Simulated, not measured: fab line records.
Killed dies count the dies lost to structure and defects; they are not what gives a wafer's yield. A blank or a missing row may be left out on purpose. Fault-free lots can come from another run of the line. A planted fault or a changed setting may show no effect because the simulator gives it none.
What tool caused it? || flow n5 finfet || 11 lots with 33 wafers sampled at 5 steps, on a route of 1938 steps

WHAT EACH GAUGE READ, for each wafer
N5_BEOL_M4_THK_MEAS_53: measures by xrf.
{"lot": "L593", "measured": "day 8 01:16", "on": "film metro-02", "M4_THK (nm)": "40.0 40.2 40.3"}
{"lot": "L596", "measured": "day 8 10:48", "on": "film metro-02", "M4_THK (nm)": "37.5 37.9 38.1"}
{"lot": "L600", "measured": "day 9 21:25", "on": "film metro-01", "M4_THK (nm)": "38.7 38.7 39.6"}
{"lot": "L602", "measured": "day 9 21:35", "on": "film metro-02", "M4_THK (nm)": "41.3 41.9 41.4"}
{"lot": "L599", "measured": "day 10 04:59", "on": "film metro-01", "M4_THK (nm)": "41.4 40.9 41.7"}
{"lot": "L604", "measured": "day 10 19:43", "on": "film metro-01", "M4_THK (nm)": "40.9 39.9 40.6"}
{"lot": "L605", "measured": "day 10 20:22", "on": "film metro-02", "M4_THK (nm)": "39.8 39.8 39.7"}
{"lot": "L606", "measured": "day 11 04:05", "on": "film metro-01", "M4_THK (nm)": "40.0 39.5 40.0"}
{"lot": "L607", "measured": "day 11 06:07", "on": "film metro-01", "M4_THK (nm)": "39.3 39.1 38.0"}
{"lot": "L615", "measured": "day 13 07:46", "on": "film metro-02", "M4_THK (nm)": "40.9 41.6 41.3"}
{"lot": "L616", "measured": "day 13 13:56", "on": "film metro-01", "M4_THK (nm)": "39.0 40.4 38.3"}

N5_BEOL_M5_THK_MEAS_01.
{"lot": "L593", "measured": "day 8 03:08", "on": "film metro-01", "M5_ILD_THK (nm)": "123.7 122.4 124.3"}
{"lot": "L596", "measured": "day 8 13:07", "on": "film metro-01", "M5_ILD_THK (nm)": "119.3 120.7 122.2"}
{"lot": "L600", "measured": "day 9 23:17", "on": "film metro-01", "M5_ILD_THK (nm)": "121.2 120.9 121.5"}
{"lot": "L602", "measured": "day 9 23:53", "on": "film metro-02", "M5_ILD_THK (nm)": "120.6 121.5 123.2"}
{"lot": "L599", "measured": "day 10 07:15", "on": "film metro-02", "M5_ILD_THK (nm)": "121.4 121.1 122.3"}
{"lot": "L604", "measured": "day 10 21:55", "on": "film metro-02", "M5_ILD_THK (nm)": "120.0 122.2 123.3"}
{"lot": "L605", "measured": "day 10 22:24", "on": "film metro-02", "M5_ILD_THK (nm)": "126.6 125.1 129.0"}
{"lot": "L606", "measured": "day 11 05:56", "on": "film metro-01", "M5_ILD_THK (nm)": "120.9 120.7 122.1"}
{"lot": "L607", "measured": "day 11 07:58", "on": "film metro-02", "M5_ILD_THK (nm)": "127.1 125.5 128.7"}
{"lot": "L615", "measured": "day 13 09:37", "on": "film metro-01", "M5_ILD_THK (nm)": "120.0 120.5 122.5"}
{"lot": "L616", "measured": "day 13 15:46", "on": "film metro-02", "M5_ILD_THK (nm)": "118.5 120.4 120.1"}

WHICH TOOL RAN EACH LOT (tool, then ch and the chambers of the sampled wafers, then the start)
{"lot": "L593", "N5_BEOL_M4_SPUTTER_92": "pvd sputter-02, day 8 00:02", "N5_BEOL_M4_ANNEAL_51": "rtp anneal-02 ch 0, day 8 00:49", "N5_BEOL_M5_ILD_DEP_00": "pecvd-02 ch 0,1,2, day 8 02:35"}
{"lot": "L596", "N5_BEOL_M4_SPUTTER_92": "pvd sputter-02, day 8 09:35", "N5_BEOL_M4_ANNEAL_51": "rtp anneal-02 ch 0, day 8 10:13", "N5_BEOL_M5_ILD_DEP_00": "pecvd-04 ch 0,2, day 8 12:05"}
{"lot": "L600", "N5_BEOL_M4_SPUTTER_92": "pvd sputter-02, day 9 20:08", "N5_BEOL_M4_ANNEAL_51": "rtp anneal-02 ch 0, day 9 20:52", "N5_BEOL_M5_ILD_DEP_00": "pecvd-01 ch 0,2, day 9 22:43"}
{"lot": "L602", "N5_BEOL_M4_SPUTTER_92": "pvd sputter-01, day 9 20:22", "N5_BEOL_M4_ANNEAL_51": "rtp anneal-01 ch 0, day 9 21:05", "N5_BEOL_M5_ILD_DEP_00": "pecvd-02 ch 0,1, day 9 22:52"}
{"lot": "L599", "N5_BEOL_M4_SPUTTER_92": "pvd sputter-03, day 10 03:44", "N5_BEOL_M4_ANNEAL_51": "rtp anneal-01 ch 0, day 10 04:23", "N5_BEOL_M5_ILD_DEP_00": "pecvd-02 ch 0,2, day 10 06:17"}
{"lot": "L604", "N5_BEOL_M4_SPUTTER_92": "pvd sputter-03, day 10 17:38", "N5_BEOL_M4_ANNEAL_51": "rtp anneal-01 ch 0, day 10 18:23", "N5_BEOL_M5_ILD_DEP_00": "pecvd-02 ch 1,2, day 10 21:00"}
{"lot": "L605", "N5_BEOL_M4_SPUTTER_92": "pvd sputter-02, day 10 19:08", "N5_BEOL_M4_ANNEAL_51": "rtp anneal-01 ch 0, day 10 19:46", "N5_BEOL_M5_ILD_DEP_00": "pecvd-02 ch 0,1, day 10 21:42"}
{"lot": "L606", "N5_BEOL_M4_SPUTTER_92": "pvd sputter-03, day 11 02:47", "N5_BEOL_M4_ANNEAL_51": "rtp anneal-02 ch 0, day 11 03:26", "N5_BEOL_M5_ILD_DEP_00": "pecvd-04 ch 0,1,2, day 11 05:22"}
{"lot": "L607", "N5_BEOL_M4_SPUTTER_92": "pvd sputter-02, day 11 04:53", "N5_BEOL_M4_ANNEAL_51": "rtp anneal-01 ch 0, day 11 05:31", "N5_BEOL_M5_ILD_DEP_00": "pecvd-02 ch 0,1, day 11 07:23"}
{"lot": "L615", "N5_BEOL_M4_SPUTTER_92": "pvd sputter-03, day 13 06:32", "N5_BEOL_M4_ANNEAL_51": "rtp anneal-01 ch 0, day 13 07:10", "N5_BEOL_M5_ILD_DEP_00": "pecvd-04 ch 0,1, day 13 09:03"}
{"lot": "L616", "N5_BEOL_M4_SPUTTER_92": "pvd sputter-02, day 13 12:42", "N5_BEOL_M4_ANNEAL_51": "rtp anneal-01 ch 0, day 13 13:23", "N5_BEOL_M5_ILD_DEP_00": "pecvd-04 ch 0,2, day 13 15:12"}
- N5_BEOL_M4_SPUTTER_92: material Cu, target thk 4.5 nm, time 8.29 s.
- N5_BEOL_M4_ANNEAL_51: time 90 s.
- N5_BEOL_M5_ILD_DEP_00: deposits SiCOH lowk from DEMS/porogen, target thk 140.64 nm, time 25.9 s.

WHAT THE TOOLS THEMSELVES READ (means of the sampled wafers that have a number; where no wafer has one, the mark that the record gives instead)
N5_BEOL_M4_SPUTTER_92.
{"lot": "L593", "tool": "pvd sputter-02", "substrate temp c (C)": -20.09, "susceptor temp C (C)": -20.04, "throttle valve pct (%)": 31.2}
{"lot": "L596", "tool": "pvd sputter-02", "substrate temp c (C)": -19.98, "susceptor temp C (C)": -20.07, "throttle valve pct (%)": 30.3}
{"lot": "L600", "tool": "pvd sputter-02", "substrate temp c (C)": -19.99, "susceptor temp C (C)": -20.01, "throttle valve pct (%)": 30.6}
{"lot": "L602", "tool": "pvd sputter-01", "substrate temp c (C)": -20.10, "susceptor temp C (C)": -19.91, "throttle valve pct (%)": 29.6}
{"lot": "L599", "tool": "pvd sputter-03", "substrate temp c (C)": -19.92, "susceptor temp C (C)": -20.07, "throttle valve pct (%)": 29.1}
{"lot": "L604", "tool": "pvd sputter-03", "substrate temp c (C)": -19.94, "susceptor temp C (C)": -20.01, "throttle valve pct (%)": 30.5}
{"lot": "L605", "tool": "pvd sputter-02", "substrate temp c (C)": -19.94, "susceptor temp C (C)": -20.03, "throttle valve pct (%)": 31.0}
{"lot": "L606", "tool": "pvd sputter-03", "substrate temp c (C)": -19.97, "susceptor temp C (C)": -20.07, "throttle valve pct (%)": 30.7}
{"lot": "L607", "tool": "pvd sputter-02", "substrate temp c (C)": -20.09, "susceptor temp C (C)": -19.95, "throttle valve pct (%)": 30.9}
{"lot": "L615", "tool": "pvd sputter-03", "substrate temp c (C)": -19.95, "susceptor temp C (C)": -20.13, "throttle valve pct (%)": 30.9}
{"lot": "L616", "tool": "pvd sputter-02", "substrate temp c (C)": -19.98, "susceptor temp C (C)": -20.00, "throttle valve pct (%)": 30.6}

N5_BEOL_M4_ANNEAL_51.
{"lot": "L593", "tool": "rtp anneal-02", "anneal temp c (C)": 225.07, "wafer_temp_C_max": 226.5}
{"lot": "L596", "tool": "rtp anneal-02", "anneal temp c (C)": 225.01, "wafer_temp_C_max": 226.3}
{"lot": "L600", "tool": "rtp anneal-02", "anneal temp c (C)": 224.96, "wafer_temp_C_max": 226.3}
{"lot": "L602", "tool": "rtp anneal-01", "anneal temp c (C)": 225.28, "wafer_temp_C_max": 225.9}
{"lot": "L599", "tool": "rtp anneal-01", "anneal temp c (C)": 225.06, "wafer_temp_C_max": 225.9}
{"lot": "L604", "tool": "rtp anneal-01", "anneal temp c (C)": 225.00, "wafer_temp_C_max": 226.0}
{"lot": "L605", "tool": "rtp anneal-01", "anneal temp c (C)": 224.71, "wafer_temp_C_max": 225.9}
{"lot": "L606", "tool": "rtp anneal-02", "anneal temp c (C)": 224.95, "wafer_temp_C_max": 226.2}
{"lot": "L607", "tool": "rtp anneal-01", "anneal temp c (C)": 225.03, "wafer_temp_C_max": 225.7}
{"lot": "L615", "tool": "rtp anneal-01", "anneal temp c (C)": 225.05, "wafer_temp_C_max": 225.7}
{"lot": "L616", "tool": "rtp anneal-01", "anneal temp c (C)": 224.82, "wafer_temp_C_max": 225.8}

N5_BEOL_M5_ILD_DEP_00.
{"lot": "L593", "tool": "pecvd-02", "chamber pressure Torr (Torr)": 4.999, "heater power w (W)": 311, "showerhead plenum p Torr (Torr)": 5.735, "susceptor temp C (C)": 299.93, "throttle valve pct (%)": 13.6}
{"lot": "L596", "tool": "pecvd-04", "chamber pressure Torr (Torr)": 4.993, "heater power w (W)": 270, "showerhead plenum p Torr (Torr)": 5.742, "susceptor temp C (C)": 300.00, "throttle valve pct (%)": 14.2}
{"lot": "L600", "tool": "pecvd-01", "chamber pressure Torr (Torr)": 4.993, "heater power w (W)": 221, "showerhead plenum p Torr (Torr)": 5.722, "susceptor temp C (C)": 300.07, "throttle valve pct (%)": 13.9}
{"lot": "L602", "tool": "pecvd-02", "chamber pressure Torr (Torr)": 5.004, "heater power w (W)": 283, "showerhead plenum p Torr (Torr)": 5.726, "susceptor temp C (C)": 300.07, "throttle valve pct (%)": 13.7}
{"lot": "L599", "tool": "pecvd-02", "chamber pressure Torr (Torr)": 5.012, "heater power w (W)": 343, "showerhead plenum p Torr (Torr)": 5.746, "susceptor temp C (C)": 299.85, "throttle valve pct (%)": 13.5}
{"lot": "L604", "tool": "pecvd-02", "chamber pressure Torr (Torr)": 4.987, "heater power w (W)": 320, "showerhead plenum p Torr (Torr)": 5.719, "susceptor temp C (C)": 299.95, "throttle valve pct (%)": 13.5}
{"lot": "L605", "tool": "pecvd-02", "chamber pressure Torr (Torr)": 5.006, "heater power w (W)": 249, "showerhead plenum p Torr (Torr)": 5.725, "susceptor temp C (C)": 289.89, "throttle valve pct (%)": 13.6}
{"lot": "L606", "tool": "pecvd-04", "chamber pressure Torr (Torr)": 5.002, "heater power w (W)": 283, "showerhead plenum p Torr (Torr)": 5.732, "susceptor temp C (C)": 299.93, "throttle valve pct (%)": 13.9}
{"lot": "L607", "tool": "pecvd-02", "chamber pressure Torr (Torr)": 5.002, "heater power w (W)": 239, "showerhead plenum p Torr (Torr)": 5.735, "susceptor temp C (C)": 290.08, "throttle valve pct (%)": 13.8}
{"lot": "L615", "tool": "pecvd-04", "chamber pressure Torr (Torr)": 5.006, "heater power w (W)": 370, "showerhead plenum p Torr (Torr)": 5.730, "susceptor temp C (C)": 300.02, "throttle valve pct (%)": 14.1}
{"lot": "L616", "tool": "pecvd-04", "chamber pressure Torr (Torr)": 4.999, "heater power w (W)": 289, "showerhead plenum p Torr (Torr)": 5.744, "susceptor temp C (C)": 300.11, "throttle valve pct (%)": 14.2}

THE ANSWER, worked out from the rows above alone
Rule: the usual values come from the lots themselves. The widest of any qualifying gaps counts: lots, ordered by their means at a reading, are off when they make up no more than a third of the lots, leave a main group of 4 or more, and stand apart from it by 3 or more times the standard deviation of that group's means. If all means in a main group match to the digits the tables above print for the reading, that group is not used. A lot without any number at a reading at which 4 lots or more have one is off too. Any other lot the step has rows for is counted as sound. Order of review: gauges by route order, followed by the tools' own readings, for which a lot's mean as printed above is used. At the first step where some lot is off, the reading lying furthest off is the one used; lots without a number count as furthest.
Off: L605, L607, seen at N5_BEOL_M5_THK_MEAS_01 (M5_ILD_THK). Mean 121.4 nm and standard deviation 0.96 in the main group.
If a tool, at a process step before that reading, ran all the lots that are off and no sound lot after the first of them, it fits. The gauges at N5_BEOL_M5_THK_MEAS_01 aren't tried: what is off there is off at N5_BEOL_M5_ILD_DEP_00 too, on other tools, and a gauge's error can't cause that. One candidate fits, namely pecvd-02 at N5_BEOL_M5_ILD_DEP_00. Its last sound lot is L604 (day 10 21:00), its first lot that is off L605 (day 10 21:42): a fault that began between those two fits.
The tool's own readings at N5_BEOL_M5_ILD_DEP_00 bear it out: on the lots that are off they differ by more than 5 times the standard deviation of the sound lots' means. susceptor temp C reads 289.99 C there against 299.99 C on the sound lots.

WHAT HAD BEEN PUT IN BY THE SIMULATOR
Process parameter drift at N5_BEOL_M5_ILD_DEP_00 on pecvd-02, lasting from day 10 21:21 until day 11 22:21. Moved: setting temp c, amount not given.
Shown lots that were struck: L605, L607. The rule given above showed the same thing.
